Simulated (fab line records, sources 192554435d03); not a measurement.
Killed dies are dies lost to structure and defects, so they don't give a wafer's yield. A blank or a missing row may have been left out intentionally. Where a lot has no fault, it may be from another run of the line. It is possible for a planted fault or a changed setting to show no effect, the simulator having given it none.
fab line records	flow n5_finfet
record lots=7	wafers=21
route steps=1938 shown BEOL_M7@1273 BEOL_M9@1401 BEOL_M11@1566 BEOL_M13@1661
start_h: hours from the record's first day to the start of the lot's first wafer shown	wait_h: how many hours have passed since the lot's step before this one	" unchanged from the row above	L1.1+2: a row that stands for several wafers	- no value, or no start given	* or withheld: withheld	< > ~ a bound
route shown NAME@n: a module of which the file shows steps, and the number in the route of the first	usual: mean and standard deviation over wafers with no fault	same: alike in all rows	chamber/n: place in a boat	sites: per-site readings	_std_site: standard deviation of those values	_edge_site: mean of outer sites minus mean of inner sites	radius_mm: how far each site lies from the wafer's centre	mask NAME#n: copy n	behind: tool/chamber where the wafer was last shaped	hold: why the lot went on hold/how many hours it stayed there/how the hold came to an end	device: which transistor (n, p or np) failed to switch	end of line: the same wafers' tests at the end of the route	where a step has no rows: the recipe by itself	killed: at the first sort, the dies lost to defects and structure; wafer yield is something else	map: shows each die of a wafer: x if killed, . if not, _ if none is there
set.NAME: the setting as run; set.NAME@STEP: as run at that earlier step	model.NAME: the simulator's own value behind a step, which no gauge read
one table per step and one row per wafer, for lots whose settings were changed on purpose
## steps
# step N5_BEOL_M7_EXPOSE_08
# recipe mask_id=M7	na=1.35	source_shape=dipole	sigma_inner=0.817	sigma_outer=0.97	polarization=te	dose_mj=68.25
lot.wafer	tool	chamber	start_h	wait_h	mask	set.dose_mj
L076.2+6	arfi_scanner-03	0	206.14	-	M7#0	68.25
L076.5	"	0	"	"	M7#0	64.09
L077.1+3	arfi_scanner-01	0	214.56	-	M7#0	64.77
L077.5	"	0	"	"	M7#0	68.25
L083.3+5+6	arfi_scanner-02	0	242.51	-	M7#0	68.25
L084.2+6	arfi_scanner-03	0	246.17	-	M7#0	64.46
L084.5	"	0	"	"	M7#0	68.25
L088.4	arfi_scanner-02	0	278.83	-	M7#0	69.57
L088.5+6	"	0	"	"	M7#0	68.25
L095.2+5+6	arfi_scanner-02	0	306.33	-	M7#0	68.25
L097.3+4+5	arfi_scanner-02	0	334.28	-	M7#0	68.25
# step N5_BEOL_M7_PEB_09
# recipe peb_temp_c=withheld	peb_time_s=60	resist=CAR-ArF
# step N5_BEOL_M7_DEVELOP_10
# recipe develop_time_s=30	developer=TMAH	resist=CAR-ArF	rinse_liquid=diw	dry=air_spin	dev_temp_c=23
# step N5_BEOL_M7_DESCUM_16
# recipe chemistry=O2	time_s=7.9	source_power_w=50	bias_power_w=20	pressure_mtorr=20	rf_frequency_hz=2.712e+07	temp_c=40	resist=CAR-ArF	o2_flow_sccm=225
# step N5_BEOL_M7_ETCH_61
# recipe chemistry=CF4	target=SiARC	target_depth_a=455	mask_material=CAR-ArF	time_s=75.8	ion_energy_ev=80	pressure_mtorr=40	source_w=545	bias_w=36	Ar_flow_sccm=100	cf4_flow_sccm=100	ends=cleared
lot.wafer	tool	chamber	start_h	wait_h	set.dose_mj@BEOL_M7_EXPOSE_08	model.BEOL_M7.cd_offset_nm
L076.2	rie_diel-06	3	206.42	0.0	68.25	0.2
L076.5	"	2	"	"	64.09	-3.6
L076.6	"	3	"	"	68.25	-1
L077.1	rie_diel-03	3	214.81	0.0	64.77	-3.2
L077.3	"	2	"	"	64.77	-2.2
L077.5	"	1	"	"	68.25	0.2
L083.3+5	rie_diel-06	2	242.80	0.0	68.25	-1
L083.6	"	1	"	"	68.25	-0.2
L084.2+6	rie_diel-03	2,3	246.43	0.0	64.46	-2.6
L084.5	"	1	"	"	68.25	-0.4
L088.4	rie_diel-02	1	279.11	0.0	69.57	-0.2
L088.5	"	0	"	"	68.25	-0.4
L088.6	"	2	"	"	68.25	-0.6
L095.2	rie_diel-02	0	306.78	0.0	68.25	1.4
L095.5	"	2	"	"	68.25	0.4
L095.6	"	0	"	"	68.25	1.6
L097.3	rie_diel-03	1	334.76	0.0	68.25	-0.4
L097.4+5	"	2,1	"	"	68.25	-0.6
# step N5_BEOL_M7_ETCH_62
# recipe chemistry=N2/H2	target=SOC	target_depth_a=1100	overetch_a=220	mask_material=SiARC	temp_c=40	time_s=165	ion_energy_ev=200	pressure_mtorr=30	source_w=840	bias_w=150	n2_flow_sccm=200	h2_flow_sccm=200
# step N5_BEOL_M7_STRIP_68
# recipe chemistry=N2/H2	temp_c=40	n2_flow_sccm=200	h2_flow_sccm=200	rf_frequency_hz=6e+07
# step N5_BEOL_M7_HM_OPEN_17
# recipe chemistry=Cl2/BCl3	target_depth_a=200	overetch_a=60	target=TiN	mask_material=SOC	ion_energy_ev=150	pressure_mtorr=10	icp_w=1000	bias_w=126	Cl2_flow_sccm=53.25	bcl3_flow_sccm=21.75	Ar_flow_sccm=25
# step N5_BEOL_M7_STRIP_19
# recipe chemistry=O2	power_w=400	temp_c=40	pressure_mtorr=30	rf_frequency_hz=6e+07	bias_power_w=0	overash_fraction=0.2	o2_flow_sccm=225
# step N5_BEOL_M7_CD_MEAS_18
# recipe pitch_nm=80	target_cd_nm=40
# usual cd_nm=40.1/0.86
lot.wafer	tool	chamber	start_h	wait_h	set.dose_mj@BEOL_M7_EXPOSE_08	cd_nm
L076.2	cd_sem-01	-	207.08	0.1	68.25	40.7
L076.5	"	-	"	"	64.09	36.6
L076.6	"	-	"	"	68.25	39.1
L077.1	cd_sem-03	-	215.36	0.0	64.77	36.4
L077.3	"	-	"	"	64.77	38.1
L077.5	"	-	"	"	68.25	40.9
L083.3	cd_sem-03	-	243.22	0.1	68.25	38.9
L083.5	"	-	"	"	68.25	39.4
L083.6	"	-	"	"	68.25	40.2
L084.2	cd_sem-03	-	246.86	0.1	64.46	37.9
L084.5	"	-	"	"	68.25	39.7
L084.6	"	-	"	"	64.46	37.1
L088.4	cd_sem-01	-	279.52	0.0	69.57	39.8
L088.5	"	-	"	"	68.25	39.7
L088.6	"	-	"	"	68.25	39.4
L095.2	cd_sem-02	-	307.33	0.1	68.25	41.6
L095.5	"	-	"	"	68.25	41.1
L095.6	"	-	"	"	68.25	41.7
L097.3	cd_sem-03	-	335.33	0.1	68.25	40.2
L097.4	"	-	"	"	68.25	39.6
L097.5	"	-	"	"	68.25	39.4
# step N5_BEOL_M7_TRENCH_ETCH_37
# recipe chemistry=C4F6/O2	target_depth_a=934.78	target=SiCOH_lowk	time_s=31.2	ion_energy_ev=250	pressure_mtorr=30	source_w=345	bias_w=185	Ar_flow_sccm=300	C4F6_flow_sccm=10	O2_flow_sccm=10
# usual rf_vpp_V=655/14
lot.wafer	tool	chamber	start_h	wait_h	set.bias_w	rf_vpp_V	model.BEOL_M7.feature_depth_nm	model.etch.depth_nm
L076.2	rie_diel-06	3	-	-	153.1	564	88.4	88.46
L076.5	"	0	"	"	153.1	582	86.4	86.3
L076.6	"	3	"	"	185	655	93.2	93.29
L077.1	rie_diel-06	1	-	-	212.5	724	99	99.07
L077.3	"	0	"	"	185	677	91.8	91.75
L077.5	"	0	"	"	212.5	755	96.2	96.2
L083.3	rie_diel-02	0	-	-	185	667	91.8	91.76
L083.5	"	3	"	"	185	680	92.2	92.16
L083.6	"	0	"	"	185	667	91.6	91.7
L084.2	rie_diel-02	2	-	-	185	643	92	91.97
L084.5	"	3	"	"	210.9	754	96.8	96.79
L084.6	"	2	"	"	210.9	713	95.2	95.18
L088.4	rie_diel-02	2	-	-	152.8	551	86	85.93
L088.5	"	0	"	"	185	666	91.8	91.88
L088.6	"	1	"	"	152.8	546	86	85.93
L095.2	rie_diel-03	1	-	-	170	606	89.8	89.85
L095.5	"	2	"	"	170	619	89.6	89.66
L095.6	"	3	"	"	185	647	92.2	92.14
L097.3	rie_diel-03	1	-	-	185	647	91.6	91.58
L097.4	"	3	"	"	185	646	91.6	91.57
L097.5	"	1	"	"	185	648	90.6	90.61
# step N5_BEOL_M7_ETCH_41
# recipe chemistry=CH3F/O2	target=SiCN	target_depth_a=319	taper_deg=2	time_s=57.8	ion_energy_ev=120	mask_material=TiN	pressure_mtorr=30	source_w=395	bias_w=75	Ar_flow_sccm=150	CH3F_flow_sccm=30	O2_flow_sccm=20
# usual rf_vpp_V=297.2/2
lot.wafer	tool	chamber	start_h	wait_h	set.bias_w	rf_vpp_V	model.etch.depth_nm
L076.2	rie_diel-06	3	-	-	68.36	280.9	21.44
L076.5	"	0	"	"	75	296.5	21.64
L076.6	"	3	"	"	75	297.9	22.19
L077.1	rie_diel-06	1	-	-	75	300.1	22.18
L077.3	"	0	"	"	75	295.6	21.51
L077.5	"	0	"	"	75	295.6	21.63
L083.3	rie_diel-02	0	-	-	75	294.1	21.63
L083.5	"	3	"	"	84.82	321.8	22.68
L083.6	"	0	"	"	75	293.5	21.63
L084.2	rie_diel-02	2	-	-	75	295.7	21.22
L084.5	"	3	"	"	82.75	316.3	22.27
L084.6	"	2	"	"	75	296.7	21.39
L088.4	rie_diel-02	2	-	-	75	295.3	21.57
L088.5	"	0	"	"	75	294.9	21.86
L088.6	"	1	"	"	69.24	282.3	20.9
L095.2	rie_diel-03	1	-	-	82.22	318.2	22.19
L095.5	"	2	"	"	75	297.0	21.48
L095.6	"	3	"	"	82.22	318.4	22.4
L097.3	rie_diel-03	1	-	-	75	298.6	21.31
L097.4	"	3	"	"	75	300.3	21.63
L097.5	"	1	"	"	75	298.2	21.54
# step N5_BEOL_M7_STRIP_80
# recipe chemistry=N2/H2	time_s=10	power_w=450	temp_c=40	pressure_mtorr=20	rf_frequency_hz=6e+07	bias_power_w=7	n2_flow_sccm=200	h2_flow_sccm=200
# step N5_BEOL_M7_OCD_MEAS_38
# usual trench_depth_nm=92.0/1.5
lot.wafer	tool	chamber	start_h	wait_h	set.bias_w@BEOL_M7_TRENCH_ETCH_37	trench_depth_nm
L076.2	ocd-01	-	210.44	-	153.1	88.6
L076.5	"	-	"	"	153.1	85.9
L076.6	"	-	"	"	185	93.1
L077.1	ocd-01	-	217.61	-	212.5	98.7
L077.3	"	-	"	"	185	91.7
L077.5	"	-	"	"	212.5	96.4
L083.3	ocd-02	-	246.21	-	185	91.6
L083.5	"	-	"	"	185	92.0
L083.6	"	-	"	"	185	91.9
L084.2	ocd-02	-	248.17	-	185	91.9
L084.5	"	-	"	"	210.9	97.5
L084.6	"	-	"	"	210.9	96.0
L088.4	ocd-02	-	280.81	-	152.8	86.4
L088.5	"	-	"	"	185	91.8
L088.6	"	-	"	"	152.8	85.9
L095.2	ocd-02	-	308.41	-	170	89.9
L095.5	"	-	"	"	170	89.4
L095.6	"	-	"	"	185	91.7
L097.3	ocd-02	-	336.77	-	185	91.2
L097.4	"	-	"	"	185	91.0
L097.5	"	-	"	"	185	90.4
# step N5_BEOL_M7_HM_STRIP_39
# recipe chemistry=peroxide_tin_strip	material=TiN	target_depth_a=250	temp_c=50	time_s=158
# step N5_BEOL_M7_SRD_40
# recipe time_s=30	temp_c=23	rinse_liquid=diw	dry=ipa_marangoni
# step N5_BEOL_M7_PRECLEAN_42
# recipe chemistry=residue_remover	time_s=60	temp_c=40
# step N5_BEOL_M7_SRD_43
# recipe time_s=30	temp_c=23	rinse_liquid=diw	dry=ipa_marangoni
# step N5_BEOL_M7_CD_MEAS_35
# recipe target_cd_nm=40	polarity=opening
# usual cd_nm=40.1/0.89
lot.wafer	tool	chamber	start_h	wait_h	set.dose_mj@BEOL_M7_EXPOSE_08	cd_nm
L076.2	cd_sem-03	-	210.60	0.0	68.25	40.9
L076.5	"	-	"	"	64.09	36.1
L076.6	"	-	"	"	68.25	39.5
L077.1	cd_sem-01	-	217.76	0.0	64.77	36.1
L077.3	"	-	"	"	64.77	37.6
L077.5	"	-	"	"	68.25	40.1
L083.3	cd_sem-01	-	246.36	0.0	68.25	38.7
L083.5	"	-	"	"	68.25	39.0
L083.6	"	-	"	"	68.25	40.0
L084.2	cd_sem-02	-	248.34	0.0	64.46	38.0
L084.5	"	-	"	"	68.25	39.9
L084.6	"	-	"	"	64.46	36.8
L088.4	cd_sem-02	-	280.96	0.0	69.57	39.7
L088.5	"	-	"	"	68.25	39.3
L088.6	"	-	"	"	68.25	39.3
L095.2	cd_sem-01	-	308.58	0.0	68.25	42.0
L095.5	"	-	"	"	68.25	40.9
L095.6	"	-	"	"	68.25	41.3
L097.3	cd_sem-02	-	336.92	0.0	68.25	39.6
L097.4	"	-	"	"	68.25	39.3
L097.5	"	-	"	"	68.25	39.1
# step N5_BEOL_M9_ILD_DEP_00
# recipe material=SiCOH_lowk	target_thk_a=3085.1	temp_c=300	precursor=DEMS/porogen	pressure_torr=5	rf_w=500	time_s=58
lot.wafer	tool	chamber	start_h	wait_h	set.time_s	model.SiCOH_lowk_of_BEOL_M9_ILD_DEP_00.thk_nm
L076.2	pecvd-03	2	219.96	0.0	58	302
L076.5	"	1	"	"	50.24	267.2
L076.6	"	2	"	"	58	305.4
L077.1	pecvd-02	1	229.29	0.0	58	305.6
L077.3	"	0	"	"	58	311.2
L077.5	"	0	"	"	58	312.2
L083.3	pecvd-04	0	258.18	0.0	63.04	335.2
L083.5	"	2	"	"	58	309.4
L083.6	"	0	"	"	63.04	339.8
L084.2	pecvd-04	2	258.60	0.0	52.66	279
L084.5	"	2	"	"	52.66	284.4
L084.6	"	1	"	"	58	313
L088.4	pecvd-03	2	291.92	0.1	62.95	328
L088.5	"	0	"	"	58	305.6
L088.6	"	1	"	"	62.95	332.8
L095.2	pecvd-03	1	319.01	0.0	58	305.2
L095.5	"	2	"	"	52.25	274.6
L095.6	"	1	"	"	58	307.8
L097.3	pecvd-02	0	346.52	0.0	58	306.2
L097.4	"	2	"	"	58	306.4
L097.5	"	0	"	"	58	313
# step N5_BEOL_M9_CURE_71
# recipe temp_c=385	time_s=240	ambient=He/Ar	material=SiCOH_lowk
lot.wafer	tool	chamber	start_h	wait_h	set.time_s@BEOL_M9_ILD_DEP_00	model.SiCOH_lowk_of_BEOL_M9_ILD_DEP_00.thk_nm
L076.2	uv_cure-01	2	220.12	0.1	58	262.4
L076.5	"	2	"	"	50.24	231.6
L076.6	"	2	"	"	58	265.2
L077.1	uv_cure-03	2	229.39	0.1	58	265.6
L077.3	"	2	"	"	58	270.4
L077.5	"	2	"	"	58	271.4
L083.3	uv_cure-02	0	258.41	0.2	63.04	291.6
L083.5	"	0	"	"	58	268.8
L083.6	"	0	"	"	63.04	295.8
L084.2	uv_cure-03	2	258.76	0.1	52.66	242
L084.5	"	2	"	"	52.66	246.8
L084.6	"	2	"	"	58	272
L088.4	uv_cure-03	2	292.22	0.3	62.95	285.4
L088.5	"	2	"	"	58	265.4
L088.6	"	2	"	"	62.95	289.6
L095.2	uv_cure-03	2	319.25	0.2	58	265.2
L095.5	"	2	"	"	52.25	238
L095.6	"	2	"	"	58	267.4
L097.3+4	uv_cure-02	2	346.80	0.2	58	266
L097.5	"	2	"	"	58	272
# step N5_BEOL_M9_THK_MEAS_01
# recipe reads=SiCOH_lowk_of_BEOL_M9_ILD_DEP_00
# usual M9_ILD_THK=268/3.9
lot.wafer	tool	chamber	start_h	wait_h	set.time_s@BEOL_M9_ILD_DEP_00	M9_ILD_THK[nm]
L076.2	film_metro-01	-	220.55	0.4	58	262
L076.5	"	-	"	"	50.24	232
L076.6	"	-	"	"	58	265
L077.1	film_metro-02	-	229.90	0.4	58	266
L077.3	"	-	"	"	58	270
L077.5	"	-	"	"	58	271
L083.3	film_metro-02	-	258.77	0.3	63.04	292
L083.5	"	-	"	"	58	269
L083.6	"	-	"	"	63.04	296
L084.2	film_metro-02	-	259.19	0.4	52.66	242
L084.5	"	-	"	"	52.66	247
L084.6	"	-	"	"	58	272
L088.4	film_metro-01	-	292.50	0.2	62.95	285
L088.5	"	-	"	"	58	265
L088.6	"	-	"	"	62.95	289
L095.2	film_metro-01	-	320.08	0.7	58	265
L095.5	"	-	"	"	52.25	238
L095.6	"	-	"	"	58	267
L097.3	film_metro-02	-	347.15	0.3	58	266
L097.4	"	-	"	"	58	266
L097.5	"	-	"	"	58	272
# step N5_BEOL_M9_HM_DEP_02
# recipe material=TiN	target_thk_a=200	temp_c=25	chamber_pressure_pa=0.49996
lot.wafer	tool	chamber	start_h	wait_h	set.target_thk_a	model.TiN_of_BEOL_M9_HM_DEP_02.thk_nm
L076.2+6	pvd_sputter-03	-	221.35	0.7	200	20
L076.5	"	-	"	"	200	20.4
L077.1	pvd_sputter-03	-	231.13	1.2	208.2	21.2
L077.3	"	-	"	"	200	20.4
L077.5	"	-	"	"	200	20.6
L083.3	pvd_sputter-01	-	259.50	0.7	206.8	20.4
L083.5	"	-	"	"	206.8	21
L083.6	"	-	"	"	200	20
L084.2	pvd_sputter-02	-	259.62	0.4	173.7	17
L084.5	"	-	"	"	200	19.6
L084.6	"	-	"	"	173.7	16.8
L088.4	pvd_sputter-03	-	294.50	1.9	216.8	22
L088.5	"	-	"	"	200	20
L088.6	"	-	"	"	216.8	21.8
L095.2+5	pvd_sputter-03	-	322.83	2.7	200	20
L095.6	"	-	"	"	210.2	21
L097.3	pvd_sputter-03	-	348.10	0.9	200	20
L097.4+5	"	-	"	"	200	19.8
# step N5_BEOL_M9_COAT_59
# recipe resist=SOC	temp_c=250	time_s=60	spin_rpm=1500	resist_thk_nm=100
# step N5_BEOL_M9_COAT_60
# recipe resist=SiARC	temp_c=220	time_s=60	spin_rpm=1500	resist_thk_nm=30
# step N5_BEOL_M9_STRIP_68
# recipe chemistry=N2/H2	temp_c=40	n2_flow_sccm=200	h2_flow_sccm=200	rf_frequency_hz=6e+07
# step N5_BEOL_M9_STRIP_67
# recipe chemistry=CF4	resist=SiARC	power_w=300	bias_power_w=75	pressure_mtorr=50	cf4_flow_sccm=150	rf_frequency_hz=6e+07
# step N5_BEOL_M9_HM_OPEN_17
# recipe chemistry=Cl2/BCl3	target_depth_a=200	overetch_a=60	target=TiN	mask_material=SOC	ion_energy_ev=150	pressure_mtorr=10	icp_w=1000	bias_w=126	Cl2_flow_sccm=53.25	bcl3_flow_sccm=21.75	Ar_flow_sccm=25
lot.wafer	tool	chamber	start_h	wait_h	set.target_thk_a@BEOL_M9_HM_DEP_02	model.etch.depth_nm
L076.2	rie_metal-02	0	222.09	0.0	200	20.07
L076.5	"	1	"	"	200	20.33
L076.6	"	0	"	"	200	19.99
L077.1	rie_metal-02	0	231.99	0.0	208.2	21.18
L077.3	"	0	"	"	200	20.42
L077.5	"	1	"	"	200	20.51
L083.3	rie_metal-02	0	260.33	0.1	206.8	20.49
L083.5	"	0	"	"	206.8	21.03
L083.6	"	0	"	"	200	20.09
L084.2	rie_metal-03	0	260.48	0.0	173.7	16.96
L084.5	"	1	"	"	200	19.6
L084.6	"	0	"	"	173.7	16.8
L088.4	rie_metal-01	0	295.59	0.1	216.8	22.02
L088.5	"	0	"	"	200	19.94
L088.6	"	1	"	"	216.8	21.9
L095.2	rie_metal-02	0	323.67	0.0	200	20.04
L095.5	"	1	"	"	200	20.06
L095.6	"	0	"	"	210.2	20.96
L097.3	rie_metal-02	0	348.99	0.1	200	19.99
L097.4	"	1	"	"	200	19.76
L097.5	"	1	"	"	200	19.9
# step N5_BEOL_M11_PEB_26
# recipe peb_temp_c=withheld	peb_time_s=60	resist=CAR-ArF
lot.wafer	tool	chamber	start_h	wait_h	set.peb_time_s
L076.2+5	litho_track-04	0	241.43	0.1	60
L076.6	"	0	"	"	70.42
L077.1+5	litho_track-04	0	247.42	0.1	60
L077.3	"	0	"	"	65.07
L083.3+5+6	litho_track-04	0	274.20	0.0	60
L084.2+6	litho_track-02	0	276.39	0.1	49.66
L084.5	"	0	"	"	60
L088.4+5	litho_track-04	0	312.40	0.0	60
L088.6	"	0	"	"	71.46
L095.2+6	litho_track-01	0	341.98	0.1	60
L095.5	"	0	"	"	52.56
L097.3+4+5	litho_track-01	0	367.54	0.0	60
# step N5_BEOL_M11_DEVELOP_27
# recipe develop_time_s=30	developer=TMAH	resist=CAR-ArF	rinse_liquid=diw	dry=air_spin	dev_temp_c=23
# step N5_BEOL_M11_CD_MEAS_28
# recipe target_cd_nm=70	landing_energy_ev=500	detector=se_inlens	polarity=opening
# usual cd_nm=70.7/1.3
lot.wafer	tool	chamber	start_h	wait_h	set.peb_time_s@BEOL_M11_PEB_26	cd_nm
L076.2	cd_sem-01	0	241.49	-	60	69.1
L076.5	"	0	"	"	60	70.6
L076.6	"	0	"	"	70.42	76.3
L077.1	cd_sem-01	0	247.48	-	60	70.2
L077.3	"	0	"	"	65.07	72.0
L077.5	"	0	"	"	60	70.0
L083.3	cd_sem-03	0	274.27	-	60	68.7
L083.5	"	0	"	"	60	70.1
L083.6	"	0	"	"	60	69.7
L084.2	cd_sem-02	0	276.46	-	49.66	64.9
L084.5	"	0	"	"	60	71.9
L084.6	"	0	"	"	49.66	63.7
L088.4	cd_sem-01	0	312.47	-	60	68.5
L088.5	"	0	"	"	60	69.3
L088.6	"	0	"	"	71.46	78.0
L095.2	cd_sem-01	0	342.05	-	60	70.7
L095.5	"	0	"	"	52.56	63.5
L095.6	"	0	"	"	60	71.4
L097.3	cd_sem-01	0	367.60	-	60	69.4
L097.4	"	0	"	"	60	70.5
L097.5	"	0	"	"	60	70.4
# step N5_BEOL_M13_COAT_58
# recipe resist=BARC	temp_c=205	time_s=60	spin_rpm=1500	resist_thk_nm=89
lot.wafer	tool	chamber	start_h	wait_h	set.spin_rpm	model.BARC_of_BEOL_M13_COAT_58.thk_nm
L076.2+6	litho_track-01	0	249.60	0.0	1386	92.2
L076.5	"	0	"	"	1500	88.2
L077.1	litho_track-05	0	255.48	0.0	1500	89
L077.3	"	0	"	"	1421	91.4
L077.5	"	0	"	"	1421	91.6
L083.3	litho_track-02	0	282.78	0.0	1619	86
L083.5+6	"	0	"	"	1500	89.2
L084.2+5+6	litho_track-01	0	284.56	0.0	1500	88.8
L088.4	litho_track-02	0	325.06	0.0	1567	87.8
L088.5	"	0	"	"	1500	89.6
L088.6	"	0	"	"	1567	87.6
L095.2	litho_track-01	0	350.89	0.0	1383	92.6
L095.5	"	0	"	"	1500	89
L095.6	"	0	"	"	1500	88.8
L097.3	litho_track-01	0	380.05	0.0	1500	89.2
L097.4	"	0	"	"	1500	89
L097.5	"	0	"	"	1500	89.4
## key
split step=N5_BEOL_M7_EXPOSE_08	setting=dose_mj	stated=68.25	by=wafer
response step=N5_BEOL_M7_ETCH_61	reading=model.BEOL_M7.cd_offset_nm	change=+0.482	per=1%	r=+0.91
response step=N5_BEOL_M7_CD_MEAS_18	reading=cd_nm	change=+0.531	per=1%	r=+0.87
response step=N5_BEOL_M7_CD_MEAS_35	reading=cd_nm	change=+0.572	per=1%	r=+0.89
split step=N5_BEOL_M7_TRENCH_ETCH_37	setting=bias_w	stated=185	by=wafer
response step=N5_BEOL_M7_TRENCH_ETCH_37	reading=rf_vpp_V	change=+5.47	per=1%	r=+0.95
response step=N5_BEOL_M7_TRENCH_ETCH_37	reading=model.BEOL_M7.feature_depth_nm	change=+0.336	per=1%	r=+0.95
response step=N5_BEOL_M7_TRENCH_ETCH_37	reading=model.etch.depth_nm	change=+0.34	per=1%	r=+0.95
response step=N5_BEOL_M7_OCD_MEAS_38	reading=trench_depth_nm	change=+0.343	per=1%	r=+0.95
split step=N5_BEOL_M7_ETCH_41	setting=bias_w	stated=75	by=wafer
response step=N5_BEOL_M7_ETCH_41	reading=rf_vpp_V	change=+2.01	per=1%	r=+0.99
response step=N5_BEOL_M7_ETCH_41	reading=model.etch.depth_nm	change=+0.0827	per=1%	r=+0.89
split step=N5_BEOL_M9_ILD_DEP_00	setting=time_s	stated=58	by=wafer
response step=N5_BEOL_M9_ILD_DEP_00	reading=model.SiCOH_lowk_of_BEOL_M9_ILD_DEP_00.thk_nm	change=+3.03	per=1%	r=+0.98
response step=N5_BEOL_M9_CURE_71	reading=model.SiCOH_lowk_of_BEOL_M9_ILD_DEP_00.thk_nm	change=+2.69	per=1%	r=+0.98
response step=N5_BEOL_M9_THK_MEAS_01	reading=M9_ILD_THK	change=+2.68	per=1%	r=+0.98
split step=N5_BEOL_M9_HM_DEP_02	setting=target_thk_a	stated=200	by=wafer
response step=N5_BEOL_M9_HM_DEP_02	reading=model.TiN_of_BEOL_M9_HM_DEP_02.thk_nm	change=+0.208	per=1%	r=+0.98
response step=N5_BEOL_M9_HM_OPEN_17	reading=model.etch.depth_nm	change=+0.21	per=1%	r=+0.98
split step=N5_BEOL_M11_PEB_26	setting=peb_time_s	stated=60	by=wafer
response step=N5_BEOL_M11_CD_MEAS_28	reading=cd_nm	change=+0.443	per=1%	r=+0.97
split step=N5_BEOL_M13_COAT_58	setting=spin_rpm	stated=1500	by=wafer
response step=N5_BEOL_M13_COAT_58	reading=model.BARC_of_BEOL_M13_COAT_58.thk_nm	change=-0.464	per=1%	r=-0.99
